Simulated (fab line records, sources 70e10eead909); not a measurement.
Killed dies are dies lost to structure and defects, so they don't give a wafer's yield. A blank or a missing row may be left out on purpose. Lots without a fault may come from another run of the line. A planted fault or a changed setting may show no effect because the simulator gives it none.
fab line records | flow nand_harc
record lots=13 wafers=39 last_day=33
route steps=1302 shown A_STAIRCASE@818
lots that met no fault: from a run of the same line without faults
start_h: hours from the record's first day to the start of the lot's first wafer shown | wait_h: hours since the lot's step before | " the same as in the row above | L1.1+2: a row that stands for several wafers | - no value, or no start given | * or withheld: withheld | < > ~ a bound
route shown NAME@n: a module of which the file shows steps, and the number in the route of the first | usual: mean/standard deviation of fault-free wafers | same: alike in all rows | chamber/n: place in a boat | sites: the reading at each site | _std_site: their standard deviation | _edge_site: outer sites' mean less inner sites' | radius_mm: how far each site lies from the wafer's centre | mask NAME#n: copy n | behind: the tool/chamber that last shaped the wafer | hold: why the lot was held/for how many hours/how that ended | device: the transistor (n, p or np) that didn't switch | end of line: the same wafers' tests at the end of the route | a step without rows: its recipe alone | killed: dies lost to structure and defects at the first sort, not the wafer's yield | map: a wafer's dies, x killed, . not, _ none there
set.NAME: the setting as run; set.NAME@STEP: as run at that earlier step | model.NAME: the simulator's own value behind a step, which no gauge read
steps of the route over a sample of lots; a table a step, a row a wafer
services: from which hour (start_h, from the record's first day; less than 0 if before it) a tool's chamber was out of use, for how many hours, and why
## steps
# step NHARC_A_STAIRCASE_HM_DEP_462
# recipe target_thk_a=8000 temp_c=400 material=aC
# usual throttle_valve_pct=34.999/0.0085
# columns lot.wafer tool chamber start_h wait_h throttle_valve_pct
L234.2 acl_dep-01 0 384.34 0.4 35.013
L234.3 " 0 " " 34.998
L234.6 " 0 " " 34.994
L236.3 acl_dep-01 0 408.33 1.0 34.996
L236.5 " 0 " " 35.002
L236.6 " 0 " " 35.000
L237.1 acl_dep-03 0 416.71 0.2 34.999
L237.3 " 0 " " 34.989
L237.5 " 0 " " 34.991
L238.1 acl_dep-01 0 425.76 1.2 34.985
L238.2 " 0 " " 35.003
L238.5 " 0 " " 35.001
L239.1 acl_dep-01 0 443.13 0.6 34.997
L239.3 " 0 " " 34.990
L239.4 " 0 " " 34.999
L240.1 acl_dep-02 0 447.77 0.7 34.997
L240.3 " 0 " " 35.021
L240.5 " 0 " " 34.994
L242.1 acl_dep-01 0 459.09 0.1 34.987
L242.4 " 0 " " 34.998
L242.5 " 0 " " 34.996
L243.4 acl_dep-01 0 489.18 7.4 34.994
L243.5 " 0 " " 34.997
L243.6 " 0 " " 35.001
L244.2 acl_dep-01 0 499.03 4.3 34.995
L244.4 " 0 " " 35.018
L244.5 " 0 " " 35.001
L247.1 acl_dep-01 0 530.31 1.7 34.981
L247.5 " 0 531.54 2.9 35.014
L247.6 " 0 " " 34.997
L253.1 acl_dep-01 0 575.39 0.1 34.996
L253.5 " 0 576.61 1.4 35.007
L253.6 " 0 " " 35.006
L255.1 acl_dep-01 0 594.40 3.0 34.986
L255.2 " 0 " " 35.010
L255.3 " 0 " " 35.008
L254.1 acl_dep-02 0 594.45 1.6 35.003
L254.3 " 0 " " 35.002
L254.6 " 0 " " 34.988
# step NHARC_A_STAIRCASE_ETCH_453
# recipe target_depth_a=300 overetch_a=30 time_s=16.5 ion_energy_ev=100 cf4_flow_sccm=80 o2_flow_sccm=20 ar_flow_sccm=0 rf_w=300 bias_w=100 chemistry=CF4/O2
# usual drypump_motor_current_A=5.8/0.45 oes_product_au=1.002/0.008 rf_vpp_V=197.7/1.4 showerhead_plenum_p_Torr=1.33/0.054 throttle_valve_pct=13.398/0.0089
# columns lot.wafer tool chamber start_h wait_h drypump_motor_current_A oes_product_au rf_hours_counter_h rf_vpp_V showerhead_plenum_p_Torr throttle_valve_pct
L234.2 rie_diel-12 1 - - 6.2 0.992 29 197.8 1.35 13.389
L234.3 " 2 " " 5.6 1.013 35 196.8 1.35 13.399
L234.6 " 0 " " 6.2 1.015 - 197.4 1.29 13.382
L236.3 rie_diel-03 2 - - 4.9 1.001 38 198.2 1.34 13.381
L236.6 " 3 " " 5.9 1.005 - 195.1 1.24 13.409
L236.5 " 0 " " 6.5 1.015 - 200.7 1.38 13.400
L237.1 rie_diel-05 3 - - 5.7 0.994 0 198.1 1.38 13.401
L237.3 " 2 " " 5.3 1.001 3 196.4 1.33 13.391
L237.5 " 3 " " 5.7 0.989 - 198.9 1.38 13.393
L238.1 rie_diel-03 2 - - 4.9 0.990 49 197.2 1.34 13.391
L238.2 " 3 " " 5.9 0.990 44 196.1 1.23 13.395
L238.5 " 0 " " 6.5 0.998 - 198.7 1.38 13.377
L239.4 rie_diel-03 2 - - 4.9 1.006 53 198.3 1.33 13.381
L239.1 " 3 " " 5.9 0.996 48 196.2 1.23 13.397
L239.3 " 0 " " 6.5 1.010 46 197.8 1.38 13.419
L240.1 rie_diel-05 2 - - 5.4 0.990 12 197.4 1.33 13.413
L240.3 " 0 " " 5.7 1.006 10 197.0 1.32 13.405
L240.5 " 2 " " 5.4 1.002 - 197.5 1.33 13.401
L242.4 rie_diel-05 2 - - 5.4 0.998 18 197.9 1.33 13.411
L242.1 " 3 " " 5.7 0.998 11 199.1 1.37 13.400
L242.5 " 0 " " 5.7 1.011 - 197.4 1.32 13.401
L243.4 rie_diel-12 0 - - 6.2 1.012 17 197.6 1.28 13.396
L243.5 " 3 " " 6.1 1.005 - 195.7 1.25 13.413
L243.6 " 0 " " 6.2 1.009 - 195.3 1.28 13.406
L244.4 rie_diel-03 3 - - 5.9 1.014 9 199.4 1.44 13.386
L244.2 " 1 " " 5.7 1.003 10 197.2 1.35 13.386
L244.5 " 0 " " 6.5 1.018 - 197.7 1.38 13.393
L247.1 rie_diel-12 1 - - 6.2 1.001 28 198.3 1.34 13.403
L247.5 " 3 " " 6.1 1.002 - 194.4 1.25 13.396
L247.6 " 0 " " 6.2 1.003 - 197.2 1.28 13.387
L253.1 rie_diel-03 0 - - 6.5 1.018 37 199.1 1.37 13.400
L253.6 " 0 " " 6.5 1.008 - 197.5 1.37 13.391
L253.5 " 1 " " 5.7 1.002 - 198.2 1.34 13.386
L255.1 rie_diel-03 3 - - 5.9 1.008 44 199.2 1.44 13.401
L255.3 " 1 " " 5.7 1.006 36 197.3 1.34 13.404
L255.2 " 2 " " 5.0 1.021 46 198.3 1.32 13.404
L254.3 rie_diel-05 2 - - 5.4 1.004 0 197.3 1.32 13.389
L254.1 " 0 " " 5.7 1.006 1 196.8 1.31 13.401
L254.6 " 2 " " 5.4 0.993 - 198.1 1.32 13.390
# step NHARC_A_STAIRCASE_ALD_420
# recipe target_thk_a=200 pulse_time_s=6 ald_cycles=200 temp_c=300 material=SiO2
# usual heater_power_w=455/31 precursor_pulse_height_rel=1.001/0.019
# columns lot.wafer tool chamber start_h wait_h heater_power_w precursor_pulse_height_rel
L234.2 ald_hk-01 3 395.10 1.2 422 0.994
L234.3 " 0 " " 439 0.979
L234.6 " 2 " " 462 1.027
L236.3 ald_hk-01 0 422.25 - 445 0.979
L236.5 " 2 " " 453 1.010
L236.6 " 3 " " 423 0.995
L237.1 ald_hk-04 1 427.57 - 433 0.994
L237.3 " 0 " " 461 0.987
L237.5 " 2 " " 465 1.006
L238.2 ald_hk-01 0 436.79 - 444 1.009
L238.1 " 1 " " 518 0.995
L238.5 " 1 " " 485 1.000
L240.3 ald_hk-04 3 456.85 - 479 0.986
L240.1 " 1 " " 408 1.016
L240.5 " 0 " " 476 1.004
L239.4 ald_hk-01 1 457.01 - 503 1.000
L239.3 " 2 " " 448 1.008
L239.1 " 3 " " 426 1.027
L242.4 ald_hk-02 0 470.21 - 410 0.988
L242.1 " 1 " " 495 0.972
L242.5 " 0 472.75 - 408 1.009
L243.4 ald_hk-01 1 498.81 - 459 1.001
L243.5 " 0 " " 422 1.009
L243.6 " 1 " " 477 0.997
L244.4 ald_hk-04 3 508.72 - 469 0.994
L244.2 " 1 " " 419 0.982
L244.5 " 3 " " 473 0.987
L247.1 ald_hk-01 1 544.20 - 492 1.017
L247.5 " 2 " " 448 0.968
L247.6 " 3 " " 435 1.002
L253.1 ald_hk-02 0 585.01 - 396 0.992
L253.6 " 0 " " 406 1.028
L253.5 " 1 " " 493 1.023
L255.3 ald_hk-02 2 604.15 - 446 0.996
L255.2 " 0 " " 401 1.012
L255.1 " 1 " " 500 0.976
L254.1 ald_hk-01 2 604.16 - 451 0.982
L254.3 " 1 " " 491 1.010
L254.6 " 2 " " 453 1.014
# step NHARC_A_STAIRCASE_DEP_322
# recipe target_thk_a=72000 temp_c=400 target_thk_nm=7200 teos_flow_sccm=200 rf_w=500 material=SiO2
# usual heater_power_w=640/81 mfc_precursor_sccm=200.0/0.62
# columns lot.wafer tool chamber start_h wait_h heater_power_w mfc_precursor_sccm
L234.3 pecvd-04 0 409.95 0.1 722 200.3
L234.2 " 2 " " 725 199.0
L234.6 " 1 " " 627 199.7
L236.3 pecvd-01 2 438.63 0.1 744 199.6
L236.5 " 0 " " 526 198.9
L236.6 " 1 " " 520 199.6
L237.1 pecvd-01 2 443.03 0.1 769 199.3
L237.3 " 0 " " 638 200.3
L237.5 " 1 " " 526 200.0
L238.2 pecvd-01 2 452.12 0.1 791 199.3
L238.1 " 1 " " 550 199.6
L238.5 " 2 " " 648 199.9
L240.1 pecvd-04 2 472.06 0.1 756 199.7
L240.3 " 1 " " 727 200.6
L240.5 " 2 " " 656 199.0
L239.3 pecvd-01 0 472.15 0.2 539 198.4
L239.1 " 1 " " 636 199.9
L239.4 " 0 " " 532 199.3
L242.1 pecvd-04 1 491.25 0.1 735 200.5
L242.4 " 1 " " 631 200.4
L242.5 " 0 " " 622 199.4
L243.6 pecvd-02 0 515.25 0.3 666 200.1
L243.4 " 1 " " 593 200.8
L243.5 " 2 " " 563 200.4
L244.2 pecvd-04 2 524.69 0.3 691 201.4
L244.5 " 1 " " 606 200.0
L244.4 " 2 " " 638 200.7
L247.1 pecvd-01 2 559.23 0.1 695 200.2
L247.5 " 0 " " 563 200.4
L247.6 " 1 " " 486 199.5
L253.1 pecvd-01 2 604.88 0.3 747 231.0
L253.6 " 0 " " 547 199.8
L253.5 " 2 " " 636 230.7
L255.3 pecvd-04 1 620.03 0.1 675 199.7
L255.2 " 2 " " 788 199.1
L255.1 " 0 " " 677 200.0
L254.1 pecvd-01 0 620.12 0.2 614 200.0
L254.3 " 1 " " 560 201.2
L254.6 " 2 " " 623 230.8
## services
# columns tool chamber start_h hours kind
acl_dep-01 - 368.15 13.0 pm
rie_diel-12 - 376.64 0.5 repair
rie_diel-03 2 394.33 1.7 repair
rie_diel-03 0 400.29 7.5 repair
rie_diel-12 3 401.05 5.6 repair
rie_diel-05 - 407.07 9.0 pm
ald_hk-04 - 434.54 10.0 pm
rie_diel-12 - 447.42 9.0 pm
pecvd-04 - 450.22 13.0 pm
rie_diel-03 2 453.37 4.3 repair
rie_diel-12 - 458.24 0.5 repair
rie_diel-05 2 464.84 31.8 repair
pecvd-01 0 491.00 11.1 repair
pecvd-01 - 492.22 13.0 pm
rie_diel-03 1 502.74 20.3 repair
pecvd-01 1 521.48 6.5 repair
ald_hk-01 - 522.58 0.7 repair
ald_hk-02 - 526.43 10.0 pm
rie_diel-12 - 536.03 2.2 repair
acl_dep-01 - 550.88 13.0 pm
pecvd-04 2 558.56 5.7 repair
rie_diel-12 2 569.33 2.6 repair
rie_diel-05 - 584.74 9.0 pm
rie_diel-03 0 606.54 6.3 repair
## key
first_sign step=NHARC_A_STAIRCASE_DEP_322 reading=mfc_precursor_sccm direction=up sigmas=49 usual=200.0 struck=230.8
effect none on later readings
met_at NHARC_A_STAIRCASE_DEP_322
struck_lots L253,L254
struck_wafers L253.1,L253.5,L254.6
tester_left_out L253,L254
not_acting_at NHARC_A_STAIRCASE_HM_DEP_462,NHARC_A_STAIRCASE_ETCH_453,NHARC_A_STAIRCASE_ALD_420
onset_between 559.23 604.88
fault kind=process_parameter_drift tool=pecvd-01 chamber=2 onset_h=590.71 steps=NHARC_A_STAIRCASE_DEP_322 channel=teos_flow_sccm offset=* shape=step end_h=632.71 acts_in=* stated=*
# tester_left_out: of these lots the tester's yield and bins aren't shown, on N5 and GAA mostly nor the transistor test; their killed dies are dies lost to structure and defects alone, not to doping, threshold or leakage, so they don't give the yield
